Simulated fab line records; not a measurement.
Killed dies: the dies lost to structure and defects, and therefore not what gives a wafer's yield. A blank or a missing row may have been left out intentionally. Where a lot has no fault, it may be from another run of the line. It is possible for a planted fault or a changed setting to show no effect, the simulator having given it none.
Matching of chambers || flow nand_harc || cmp-01 running NHARC_A_CHANNEL_FILL_D2_CMP_10: 4 sister chambers
The step polishes, target thk 150 nm. 8 wafers are shown with their chamber, then 12 later ones without.

WAFERS WITH THEIR CHAMBER
{"wafer": "L085.2", "chamber": 1, "motor_current_A (A)": 9.8, "time_to_endpoint_s (s)": 15.3}
{"wafer": "L085.6", "chamber": 2, "motor_current_A (A)": 12.4, "time_to_endpoint_s (s)": 16.1}
{"wafer": "L086.3", "chamber": 3, "motor_current_A (A)": 12.2, "time_to_endpoint_s (s)": 17.9}
{"wafer": "L086.4", "chamber": 0, "motor_current_A (A)": 12.4, "time_to_endpoint_s (s)": 19.6}
{"wafer": "L086.5", "chamber": 1, "motor_current_A (A)": 9.7, "time_to_endpoint_s (s)": 16.3}
{"wafer": "L089.2", "chamber": 2, "motor_current_A (A)": 12.6, "time_to_endpoint_s (s)": 11.4}
{"wafer": "L089.5", "chamber": 0, "motor_current_A (A)": 12.0, "time_to_endpoint_s (s)": 15.7}
{"wafer": "L089.6", "chamber": 3, "motor_current_A (A)": 12.8, "time_to_endpoint_s (s)": 14.8}

WAFERS WITHOUT THEIR CHAMBER
{"wafer": "L091.1", "motor_current_A (A)": 9.9, "time_to_endpoint_s (s)": 17.6}
{"wafer": "L091.3", "motor_current_A (A)": 12.5, "time_to_endpoint_s (s)": 18.6}
{"wafer": "L091.4", "motor_current_A (A)": 13.0, "time_to_endpoint_s (s)": 16.3}
{"wafer": "L092.1", "motor_current_A (A)": 11.9, "time_to_endpoint_s (s)": 16.9}
{"wafer": "L092.4", "motor_current_A (A)": 12.6, "time_to_endpoint_s (s)": 17.2}
{"wafer": "L092.5", "motor_current_A (A)": 11.8, "time_to_endpoint_s (s)": 14.6}
{"wafer": "L094.3", "motor_current_A (A)": 12.1, "time_to_endpoint_s (s)": 16.8}
{"wafer": "L094.4", "motor_current_A (A)": 12.6, "time_to_endpoint_s (s)": 13.3}
{"wafer": "L094.6", "motor_current_A (A)": 12.9, "time_to_endpoint_s (s)": 14.6}
{"wafer": "L097.2", "motor_current_A (A)": 13.1, "time_to_endpoint_s (s)": 16.2}
{"wafer": "L097.3", "motor_current_A (A)": 13.1, "time_to_endpoint_s (s)": 17.8}
{"wafer": "L097.4", "motor_current_A (A)": 12.0, "time_to_endpoint_s (s)": 16.0}

WHICH CHAMBER EACH ONE RAN IN
{"wafer": "L091.1", "from the rows above": 1, "in truth": 1}
{"wafer": "L091.3", "from the rows above": "can't be placed: 3 or 0 or 2", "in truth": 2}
{"wafer": "L091.4", "from the rows above": "can't be placed: 3 or 2 or 0", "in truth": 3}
{"wafer": "L092.1", "from the rows above": "can't be placed: 0 or 3 or 2", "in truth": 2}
{"wafer": "L092.4", "from the rows above": "can't be placed: 3 or 2 or 0", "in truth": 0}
{"wafer": "L092.5", "from the rows above": "can't be placed: 0 or 2 or 3", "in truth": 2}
{"wafer": "L094.3", "from the rows above": "can't be placed: 0 or 3 or 2", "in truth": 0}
{"wafer": "L094.4", "from the rows above": "can't be placed: 2 or 3 or 0", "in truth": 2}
{"wafer": "L094.6", "from the rows above": "can't be placed: 2 or 3 or 0", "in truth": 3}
{"wafer": "L097.2", "from the rows above": "can't be placed: 3 or 2 or 0", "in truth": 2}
{"wafer": "L097.3", "from the rows above": "can't be placed: 3 or 2 or 0", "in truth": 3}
{"wafer": "L097.4", "from the rows above": "can't be placed: 0 or 3 or 2", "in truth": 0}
Correct placement for 1 of the 12. Unplaceable from these rows: 11, with the true chamber sitting among the candidates in 11. Number placed wrongly: 0.
How it was worked out, from the rows above alone: a wafer's distance from a chamber is the root of the sum, over the readings, of the square of ((its reading less the chamber's mean) divided by the reading's scatter). If the next closest chamber is less than 2 further off than the closest, the wafer can't be placed; otherwise it belongs to the closest. For every chamber, the mean is computed from those of its wafers that are shown. The scatter is the square root of a quotient: the sum, over the shown wafers, of each reading's squared deviation from its chamber's mean, divided by wafers minus chambers.
